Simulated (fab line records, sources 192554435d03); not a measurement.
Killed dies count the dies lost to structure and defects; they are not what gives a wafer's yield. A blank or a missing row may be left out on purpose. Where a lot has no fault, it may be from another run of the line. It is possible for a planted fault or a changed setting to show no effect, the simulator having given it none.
Which tool did it?    flow n5Finfet    11 lots with 33 wafers sampled at 4 steps, on a route of 1938 steps

WHAT EACH GAUGE READ, for each wafer
The record lacks any reading of a measuring or inspecting step that a usual standard deviation could be used to judge.

EACH LOT AND THE TOOL THAT RAN IT (in order: tool; ch and the chambers of the sampled wafers; start)
lot   N5_BEOL_M13_ETCH_38                N5_BEOL_M13_ANNEAL_48            N5_BEOL_M13_CMP_49             N5_BEOL_M14_COAT_58
L192  rieDiel-02 ch 0,1,2, day 12 20:28  rtpAnneal-02 ch 0, day 12 21:36  cmp-04 ch 2,3, day 12 21:51    lithoTrack-01 ch 0, day 12 22:34
L198  rieDiel-02 ch 0,2,3, day 13 10:12  rtpAnneal-01 ch 0, day 13 11:14  cmp-01 ch 0,2,3, day 13 11:31  lithoTrack-01 ch 0, day 13 12:14
L196  rieDiel-02 ch 0,1, day 14 05:01    rtpAnneal-02 ch 0, day 14 05:43  cmp-02 ch 1,2,3, day 14 06:02  lithoTrack-01 ch 0, day 14 06:49
L203  rieDiel-04 ch 0,1,3, day 14 19:08  rtpAnneal-01 ch 0, day 14 20:11  cmp-01 ch 1,2, day 14 20:29    lithoTrack-05 ch 0, day 14 21:12
L200  rieDiel-02 ch 0,2,3, day 15 01:16  rtpAnneal-01 ch 0, day 15 02:15  cmp-02 ch 0,2,3, day 15 02:30  lithoTrack-01 ch 0, day 15 03:13
L204  rieDiel-02 ch 0,3, day 15 19:01    rtpAnneal-01 ch 0, day 15 20:32  cmp-02 ch 0,3, day 15 20:49    lithoTrack-05 ch 0, day 15 21:29
L207  rieDiel-04 ch 0,1,3, day 15 23:00  rtpAnneal-01 ch 0, day 16 00:01  cmp-01 ch 0,1,2, day 16 00:20  lithoTrack-04 ch 0, day 16 01:02
L205  rieDiel-04 ch 0,1,2, day 16 02:43  rtpAnneal-01 ch 0, day 16 04:07  cmp-01 ch 0,1,2, day 16 04:25  lithoTrack-01 ch 0, day 16 05:07
L206  rieDiel-05 ch 1,2,3, day 16 06:28  rtpAnneal-01 ch 0, day 16 07:40  cmp-04 ch 0,1,3, day 16 07:58  lithoTrack-04 ch 0, day 16 08:41
L208  rieDiel-04 ch 0,1,3, day 16 13:47  rtpAnneal-01 ch 0, day 16 14:53  cmp-02 ch 0,1,3, day 16 15:11  lithoTrack-01 ch 0, day 16 15:54
L210  rieDiel-02 ch 1,2, day 16 21:45    rtpAnneal-01 ch 0, day 16 23:31  cmp-01 ch 1,2,3, day 16 23:51  lithoTrack-01 ch 0, day 17 00:28
- N5_BEOL_M13_ETCH_38: etches SiCN in CF4/N2, target depth 67.5 nm, time 71.9 s.
- N5_BEOL_M13_ANNEAL_48: time 90 s.
- N5_BEOL_M13_CMP_49: polishes, stops on SiOC, t overpolish 17.1 s, target thk 420 nm.
- N5_BEOL_M14_COAT_58: time 60 s, resist thk 89 nm.

WHAT THE TOOLS THEMSELVES READ (means of the sampled wafers that have a number; where no wafer has one, the mark that the record gives instead)
N5_BEOL_M13_ETCH_38. Usual: drypumpMotorCurrentA 5.6 A, standard deviation 0.45; oesProductAu 0.81 a.u., standard deviation 0.078; rfFwdPowerW 428.1 W, standard deviation 1.4; rfVppV 382.5 V, standard deviation 2.3; showerheadPlenumPTorr 2.22 Torr, standard deviation 0.086; throttleValvePct 15.50 %, standard deviation 0.2.
lot   tool        drypumpMotorCurrentA (A)  oesProductAu (a.u.)  rfFwdPowerW (W)  rfVppV (V)  showerheadPlenumPTorr (Torr)  throttleValvePct (%)  flag
L192  rieDiel-02  5.6                       0.81                 429.8            383.3       2.22                          15.55                 
L198  rieDiel-02  5.7                       0.79                 428.4            382.5       2.22                          15.51                 
L196  rieDiel-02  5.3                       0.81                 428.1            380.8       2.17                          15.63                 
L203  rieDiel-04  5.4                       0.84                 427.0            381.9       2.20                          15.42                 
L200  rieDiel-02  5.7                       0.78                 428.4            383.3       2.21                          15.55                 
L204  rieDiel-02  5.7                       0.79                 428.0            381.2       2.16                          15.58                 
L207  rieDiel-04  5.4                       0.83                 427.6            380.7       2.20                          15.44                 
L205  rieDiel-04  5.4                       0.84                 427.9            384.2       2.27                          15.44                 
L206  rieDiel-05  5.9                       0.73                 427.6            382.6       2.20                          15.59                 
L208  rieDiel-04  5.4                       0.83                 427.6            382.3       2.19                          15.45                 
L210  rieDiel-02  5.4                       0.83                 427.8            381.8       2.21                          15.53                 

N5_BEOL_M13_ANNEAL_48. Usual: wafer_temp_C_max 225.77, standard deviation 0.26.
lot   tool          wafer_temp_C_max  flag
L192  rtpAnneal-02  225.71            
L198  rtpAnneal-01  225.95            
L196  rtpAnneal-02  226.16            
L203  rtpAnneal-01  225.82            
L200  rtpAnneal-01  225.69            
L204  rtpAnneal-01  225.64            
L207  rtpAnneal-01  225.53            
L205  rtpAnneal-01  225.81            
L206  rtpAnneal-01  225.78            
L208  rtpAnneal-01  225.41            
L210  rtpAnneal-01  225.57            

N5_BEOL_M13_CMP_49. Usual: barrierFieldEndpointS 30.0 s, standard deviation 0.81; headPressurePsi 0.9998 psi, standard deviation 0.0019; motorCurrentA 6.1 A, standard deviation 0.81; overpolishRunS 17.101 s, standard deviation 0.009; padLifeWafers 1032, standard deviation 640.
lot   tool    barrierFieldEndpointS (s)  headPressurePsi (psi)  motorCurrentA (A)  overpolishRunS (s)  padLifeWafers  flag
L192  cmp-04  30.8                       0.9994                 6.1                17.102              2106           
L198  cmp-01  29.7                       1.0002                 6.2                17.099              1994           
L196  cmp-02  30.5                       0.9995                 6.3                17.092              926            
L203  cmp-01  29.4                       0.9999                 5.6                17.110              192            
L200  cmp-02  29.9                       0.9995                 5.8                17.098              1141           
L204  cmp-02  29.6                       0.9993                 6.1                17.099              1351           
L207  cmp-01  29.7                       0.9980                 5.9                17.100              421            
L205  cmp-01  29.4                       0.9993                 5.6                17.099              451            
L206  cmp-04  30.0                       1.0006                 6.3                17.108              385            
L208  cmp-02  29.3                       0.9986                 6.3                17.102              1465           
L210  cmp-01  29.9                       1.0013                 6.1                17.089              609            

N5_BEOL_M14_COAT_58. Usual: chillPlateTempC 23.01 C, standard deviation 0.1; spinSpeedRpm 1500.0 rpm, standard deviation 1.1.
lot   tool           chillPlateTempC (C)  spinSpeedRpm (rpm)  flag
L192  lithoTrack-01  23.10                1501.9              
L198  lithoTrack-01  23.08                1500.6              
L196  lithoTrack-01  23.00                1500.7              
L203  lithoTrack-05  23.14                1499.4              
L200  lithoTrack-01  22.95                1498.9              
L204  lithoTrack-05  22.96                1500.1              
L207  lithoTrack-04  22.86                1499.3              
L205  lithoTrack-01  23.00                1633.9              OFF
L206  lithoTrack-04  22.93                1499.0              
L208  lithoTrack-01  23.05                1632.0              OFF
L210  lithoTrack-01  23.06                1632.8              OFF

THE ANSWER, worked out from the rows above alone
Rule: a lot is off if the mean of its wafers that have a number lies more than 3 standard deviations from the usual mean. Also off: a lot with no number at a reading for which 4 or more lots have one. Any other lot the step has rows for is counted as sound. First the gauges in route order, then the tools' own readings, where a lot's mean is used as printed above. The first step at which some lot is off is used, and at that step the reading that is off furthest; a lot without a number counts as furthest.
Off: L205, L208, L210, at N5_BEOL_M14_COAT_58 (spinSpeedRpm).
A tool fits if, at that step or a process step before it, it ran every lot that is off, and no sound lot after the first of them. One fits: N5_BEOL_M14_COAT_58 on lithoTrack-01. Its last sound lot is L200 (day 15 03:13), its first lot that is off L205 (day 16 05:07): a fault that began between those two fits.
On the lots that are off, the tool's own readings at N5_BEOL_M14_COAT_58 differ by more than 5 times the standard deviation of the sound lots' means, which bears it out; spinSpeedRpm reads 1632.9 rpm there versus 1500.0 rpm on the sound lots.

WHAT HAD BEEN PUT IN BY THE SIMULATOR
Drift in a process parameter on lithoTrack-01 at N5_BEOL_M14_COAT_58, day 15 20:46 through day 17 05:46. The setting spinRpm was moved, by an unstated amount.
Struck lots among those shown: L205, L208, L210. The rule above reached the same finding.
